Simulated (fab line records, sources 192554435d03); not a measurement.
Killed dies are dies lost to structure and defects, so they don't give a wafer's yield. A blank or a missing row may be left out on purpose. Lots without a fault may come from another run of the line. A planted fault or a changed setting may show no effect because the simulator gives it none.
Chamber matching | flow n5_finfet | N5_BEOL_M10_DESCUM_16 on rie_diel-05: 4 sister chambers
The step chemistry O2, time 7.9 s. 4 wafers are shown with their chamber, then 12 later ones without.

WAFERS WITH THEIR CHAMBER
wafer  | chamber | showerhead_plenum_p_Torr (Torr)
L084.6 | 0       | 1.98
L087.1 | 3       | 2.14
L087.2 | 1       | 2.15
L087.3 | 2       | 2.21

WAFERS WITHOUT THEIR CHAMBER
wafer  | showerhead_plenum_p_Torr (Torr)
L087.4 | 1.98
L087.5 | 2.14
L087.6 | 1.98
L094.1 | 2.13
L094.2 | 1.97
L094.3 | 2.20
L094.4 | 2.14
L094.5 | 2.14
L094.6 | 1.97
L095.2 | 2.14
L095.3 | 2.20
L095.4 | 1.97

WHICH CHAMBER EACH WENT THROUGH
wafer  | from the rows above     | in truth
L087.4 | 0                       | 0
L087.5 | can't be placed: 3 or 1 | 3
L087.6 | 0                       | 0
L094.1 | can't be placed: 3 or 1 | 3
L094.2 | 0                       | 0
L094.3 | 2                       | 2
L094.4 | can't be placed: 3 or 1 | 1
L094.5 | can't be placed: 3 or 1 | 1
L094.6 | 0                       | 0
L095.2 | can't be placed: 3 or 1 | 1
L095.3 | 2                       | 2
L095.4 | 0                       | 0
Placed correctly: 7 of 12. Can't be placed from these rows: 5 (the true chamber is among the candidates in 5). Placed wrongly: 0.
How it was worked out, from the rows above alone: a wafer's distance from a chamber is the root of the sum, over the readings, of the square of ((its reading less the chamber's mean) divided by the reading's scatter). The wafer belongs to the nearest chamber; if the next one is less than 2 further off, it can't be placed. A chamber's mean is the mean of its shown wafers. The scatter: with one shown wafer a chamber, the root of the mean of the squares of how far each hidden wafer lies from its nearest shown one.
